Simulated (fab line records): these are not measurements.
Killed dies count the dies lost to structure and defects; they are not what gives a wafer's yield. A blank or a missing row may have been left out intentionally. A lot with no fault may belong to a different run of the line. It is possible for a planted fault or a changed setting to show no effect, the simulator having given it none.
Split-lot trial    flow n5 finfet    route with 1938 steps; 7 lots, 21 wafers read

## THE SPLIT
At N5_BEOL_M7_HM_DEP_02 (deposits TiN, target thk 20 nm), the setting target thk a was moved away from the recipe's 200 angstrom on 4 of the 21 wafers read, by -12.2% to -10.4%. For the rest of the wafers, this setting stayed at what the recipe calls for.

## FROM THE SPLIT TO THE READING: what the file shows between them, 8 steps
- N5_BEOL_M7_COAT_59: time 60 s, resist thk 100 nm (also split here: spin rpm)
- N5_BEOL_M7_COAT_60: time 60 s, resist thk 35 nm
- N5_BEOL_M7_COAT_05: resist thk 90 nm
- N5_BEOL_M7_DESCUM_16: chemistry O2, time 7.9 s
- N5_BEOL_M7_ETCH_61: etches SiARC in CF4, target depth 45.5 nm, time 75.8 s
- N5_BEOL_M7_ETCH_62: etches SOC in N2/H2, target depth 110 nm, overetch 22 nm, time 165 s
- N5_BEOL_M7_STRIP_68: strips in N2/H2
- N5_BEOL_M7_STRIP_67: strips in CF4

## THE READING
etch.depth nm (the simulator's own value, which no gauge read), in nm, at N5_BEOL_M7_HM_OPEN_17 (chemistry Cl2/BCl3, target TiN, target depth 20 nm, overetch 6 nm). The file gives no usual value for it. Here, 17 wafers ran the recipe; their average is 20.01 nm with a standard deviation of 0.31 nm.

wafer   tool, chamber at the split  target thk a as run, angstrom  against the recipe  etch.depth nm, nm  against lot-mates on the recipe
L078.1  pvd sputter-02, -           200                            recipe              20.29              -
L078.4  pvd sputter-02, -           200                            recipe              20.25              -
L078.6  pvd sputter-02, -           200                            recipe              20.12              -
L079.2  pvd sputter-01, -           200                            recipe              20.31              -
L079.3  pvd sputter-01, -           200                            recipe              20.03              -
L079.5  pvd sputter-01, -           200                            recipe              20.36              -
L082.4  pvd sputter-01, -           179.2                          -10.4%              18.12              -2.28
L082.5  pvd sputter-01, -           200                            recipe              20.4               -
L082.6  pvd sputter-01, -           179.2                          -10.4%              18.06              -2.34
L083.2  pvd sputter-03, -           200                            recipe              20.04              -
L083.4  pvd sputter-03, -           200                            recipe              20.32              -
L083.6  pvd sputter-03, -           200                            recipe              20.01              -
L086.3  pvd sputter-02, -           200                            recipe              19.37              -
L086.5  pvd sputter-02, -           200                            recipe              19.68              -
L086.6  pvd sputter-02, -           200                            recipe              19.38              -
L093.1  pvd sputter-01, -           200                            recipe              19.85              -
L093.5  pvd sputter-01, -           200                            recipe              19.8               -
L093.6  pvd sputter-01, -           200                            recipe              20.04              -
L097.1  pvd sputter-02, -           175.6                          -12.2%              17.47              -2.47
L097.6  pvd sputter-02, -           175.6                          -12.2%              17.47              -2.47
L097.5  pvd sputter-02, -           200                            recipe              19.94              -

THE FIT
A straight line over all 21 wafers: etch.depth nm changes by +0.199 nm for each +1% of target thk a; r = +0.95; the points scatter about the line by 0.3 nm.
The same after taking each lot's own level away (the mean of its wafers on the recipe; 21 wafers): +0.211 nm for each +1%; r = +0.99; scatter 0.12 nm.
The reading moves by 2.6 nm for the largest change in target thk a, on that fit.
From 19.477 to 20.400 nm: that is the span of the lots' own levels, equal to 3.0 times the standard deviation above.
The two slopes agree, so the slope changes little with the lot-to-lot level.
Check: with one of the wafers moved furthest among these (-12.2%) left out of the fit, the line predicts -2.61 nm for it against its lot-mates. Against them it came out at -2.47 nm.

## THESE WAFERS: OTHER SPLITS
Other splits were also applied to these wafers ahead of the reading. Each is held against what the fit with the lots' levels taken away leaves over:
other split on the same wafers    wafers away from the commonest value  r with etch.depth nm (lot level and that fit taken away)
N5_BEOL_M5_TRENCH_ETCH_37 time s  8                                     +0.18
N5_BEOL_M5_ALD_86 ald cycles      5                                     -0.22
N5_BEOL_M7_COAT_59 spin rpm       7                                     +0.14

## THE WHOLE CHAIN: every reading that the file lists as answering this split, in the file's order
step                   what it does                                                       reading                                                                           change (the file's fit)                r (the file's)
N5_BEOL_M7_HM_DEP_02   deposits TiN, target thk 20 nm                                     TiN_of_BEOL_M7_HM_DEP_02.thk nm (the simulator's own value, which no gauge read)  +0.216 nm for each +1% of the setting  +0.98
N5_BEOL_M7_HM_OPEN_17  chemistry Cl2/BCl3, target TiN, target depth 20 nm, overetch 6 nm  etch.depth nm (the simulator's own value, which no gauge read)                    +0.21 nm for each +1% of the setting   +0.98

## FILE'S OWN FIT
etch.depth nm changes by +0.21 nm for each +1% of target thk a, r = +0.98.
